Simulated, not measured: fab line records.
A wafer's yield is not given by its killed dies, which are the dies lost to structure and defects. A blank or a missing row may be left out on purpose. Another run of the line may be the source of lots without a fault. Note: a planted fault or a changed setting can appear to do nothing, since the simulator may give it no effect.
Split-lot study || flow n5 finfet || 7 lots, 21 wafers read, on a route of 1938 steps

== ON THE SPLIT ==
At N5_MOL_CONTACT_COAG_CVD_140 (deposits W, target thk 66.5 nm, time 215 s), the setting target thk a was moved away from the recipe's 665 angstrom on 4 of the 21 wafers read, by -10.6% to -5.9%. All remaining wafers had this setting at the recipe value.

The reading is taken at the split's own step.

== THE READING ==
W_of_MOL_CONTACT_COAG_CVD_140.thk nm (the simulator's own value, which no gauge read), in nm, at N5_MOL_CONTACT_COAG_CVD_140 (deposits W, target thk 66.5 nm, time 215 s). There is no usual value for it anywhere in the file. Here, 17 wafers ran the recipe; their average is 67.0 nm with a standard deviation of 0.48 nm.

{"wafer": "L074.1", "tool, chamber at the split": "cvd w-01, 1,0", "target thk a as run, angstrom": 665, "against the recipe": "recipe", "W_of_MOL_CONTACT_COAG_CVD_140.thk nm, nm": 67.6, "against lot-mates on the recipe": "-"}
{"wafer": "L074.3", "tool, chamber at the split": "cvd w-01, 1,0", "target thk a as run, angstrom": 665, "against the recipe": "recipe", "W_of_MOL_CONTACT_COAG_CVD_140.thk nm, nm": 67.6, "against lot-mates on the recipe": "-"}
{"wafer": "L074.2", "tool, chamber at the split": "cvd w-01, 0", "target thk a as run, angstrom": 665, "against the recipe": "recipe", "W_of_MOL_CONTACT_COAG_CVD_140.thk nm, nm": 67.2, "against lot-mates on the recipe": "-"}
{"wafer": "L077.3", "tool, chamber at the split": "cvd w-02, 0", "target thk a as run, angstrom": 665, "against the recipe": "recipe", "W_of_MOL_CONTACT_COAG_CVD_140.thk nm, nm": 66, "against lot-mates on the recipe": "-"}
{"wafer": "L077.4", "tool, chamber at the split": "cvd w-02, 1", "target thk a as run, angstrom": 665, "against the recipe": "recipe", "W_of_MOL_CONTACT_COAG_CVD_140.thk nm, nm": 66.8, "against lot-mates on the recipe": "-"}
{"wafer": "L077.5", "tool, chamber at the split": "cvd w-02, 1", "target thk a as run, angstrom": 665, "against the recipe": "recipe", "W_of_MOL_CONTACT_COAG_CVD_140.thk nm, nm": 66.8, "against lot-mates on the recipe": "-"}
{"wafer": "L078.1", "tool, chamber at the split": "cvd w-01, 0", "target thk a as run, angstrom": 665, "against the recipe": "recipe", "W_of_MOL_CONTACT_COAG_CVD_140.thk nm, nm": 66.4, "against lot-mates on the recipe": "-"}
{"wafer": "L078.3", "tool, chamber at the split": "cvd w-01, 1,0", "target thk a as run, angstrom": 665, "against the recipe": "recipe", "W_of_MOL_CONTACT_COAG_CVD_140.thk nm, nm": 67.2, "against lot-mates on the recipe": "-"}
{"wafer": "L078.5", "tool, chamber at the split": "cvd w-01, 1,0", "target thk a as run, angstrom": 665, "against the recipe": "recipe", "W_of_MOL_CONTACT_COAG_CVD_140.thk nm, nm": 67.2, "against lot-mates on the recipe": "-"}
{"wafer": "L080.1", "tool, chamber at the split": "cvd w-01, 1", "target thk a as run, angstrom": 625.9, "against the recipe": "-5.9%", "W_of_MOL_CONTACT_COAG_CVD_140.thk nm, nm": 62.6, "against lot-mates on the recipe": -4.4}
{"wafer": "L080.2", "tool, chamber at the split": "cvd w-01, 0", "target thk a as run, angstrom": 665, "against the recipe": "recipe", "W_of_MOL_CONTACT_COAG_CVD_140.thk nm, nm": 67, "against lot-mates on the recipe": "-"}
{"wafer": "L080.3", "tool, chamber at the split": "cvd w-01, 1", "target thk a as run, angstrom": 625.9, "against the recipe": "-5.9%", "W_of_MOL_CONTACT_COAG_CVD_140.thk nm, nm": 63.2, "against lot-mates on the recipe": -3.8}
{"wafer": "L084.4", "tool, chamber at the split": "cvd w-02, 1", "target thk a as run, angstrom": 665, "against the recipe": "recipe", "W_of_MOL_CONTACT_COAG_CVD_140.thk nm, nm": 67.2, "against lot-mates on the recipe": "-"}
{"wafer": "L084.5", "tool, chamber at the split": "cvd w-02, 1", "target thk a as run, angstrom": 665, "against the recipe": "recipe", "W_of_MOL_CONTACT_COAG_CVD_140.thk nm, nm": 67.6, "against lot-mates on the recipe": "-"}
{"wafer": "L084.6", "tool, chamber at the split": "cvd w-02, 0", "target thk a as run, angstrom": 665, "against the recipe": "recipe", "W_of_MOL_CONTACT_COAG_CVD_140.thk nm, nm": 66.8, "against lot-mates on the recipe": "-"}
{"wafer": "L088.1", "tool, chamber at the split": "cvd w-01, 0", "target thk a as run, angstrom": 594.6, "against the recipe": "-10.6%", "W_of_MOL_CONTACT_COAG_CVD_140.thk nm, nm": 60.6, "against lot-mates on the recipe": -6.4}
{"wafer": "L088.2", "tool, chamber at the split": "cvd w-01, 1", "target thk a as run, angstrom": 594.6, "against the recipe": "-10.6%", "W_of_MOL_CONTACT_COAG_CVD_140.thk nm, nm": 60.2, "against lot-mates on the recipe": -6.8}
{"wafer": "L088.5", "tool, chamber at the split": "cvd w-01, 0", "target thk a as run, angstrom": 665, "against the recipe": "recipe", "W_of_MOL_CONTACT_COAG_CVD_140.thk nm, nm": 67, "against lot-mates on the recipe": "-"}
{"wafer": "L096.2", "tool, chamber at the split": "cvd w-01, 0", "target thk a as run, angstrom": 665, "against the recipe": "recipe", "W_of_MOL_CONTACT_COAG_CVD_140.thk nm, nm": 66.6, "against lot-mates on the recipe": "-"}
{"wafer": "L096.3", "tool, chamber at the split": "cvd w-01, 0", "target thk a as run, angstrom": 665, "against the recipe": "recipe", "W_of_MOL_CONTACT_COAG_CVD_140.thk nm, nm": 66, "against lot-mates on the recipe": "-"}
{"wafer": "L096.6", "tool, chamber at the split": "cvd w-01, 0", "target thk a as run, angstrom": 665, "against the recipe": "recipe", "W_of_MOL_CONTACT_COAG_CVD_140.thk nm, nm": 67.2, "against lot-mates on the recipe": "-"}
Rows listing several chambers each stand for several wafers; the file does not say which wafer went through which chamber.

FIT RESULTS
A straight line over all 21 wafers: W_of_MOL_CONTACT_COAG_CVD_140.thk nm changes by +0.634 nm for each +1% of target thk a; r = +0.98; the points scatter about the line by 0.48 nm.
The same after taking each lot's own level away (the mean of its wafers on the recipe; 21 wafers): +0.639 nm for each +1%; r = +0.99; scatter 0.37 nm.
That fit puts the effect of the largest move of target thk a on the reading at 6.8 nm.
The span of the lots' own levels, 66.53 to 67.47 nm, comes to 2.0 times the standard deviation stated above.
Consequently the slope shifts little with the lot-to-lot level, the two slopes agreeing.
Check: for one of the wafers moved furthest among these (-10.6%), held out of the fit, the line's prediction against its lot-mates is -7.02 nm. Against them it came out at -6.4 nm.

== THESE WAFERS: OTHER SPLITS ==
These wafers also went through other splits before the reading. Each is held against what the fit with the lots' levels taken away leaves over:
{"other split on the same wafers": "N5_HKMG_FIN_PEB_47 peb time s", "wafers away from the commonest value": 5, "r with W_of_MOL_CONTACT_COAG_CVD_140.thk nm (lot level and that fit taken away)": "+0.13"}
{"other split on the same wafers": "N5_MOL_CONTACT_COAG_PECVD_31 time s", "wafers away from the commonest value": 7, "r with W_of_MOL_CONTACT_COAG_CVD_140.thk nm (lot level and that fit taken away)": "+0.20"}
{"other split on the same wafers": "N5_MOL_CONTACT_COAG_VIA_ETCH_117 bias w", "wafers away from the commonest value": 7, "r with W_of_MOL_CONTACT_COAG_CVD_140.thk nm (lot level and that fit taken away)": "+0.20"}

== THE FILE'S OWN FIT ==
W_of_MOL_CONTACT_COAG_CVD_140.thk nm changes by +0.641 nm for each +1% of target thk a, r = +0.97.
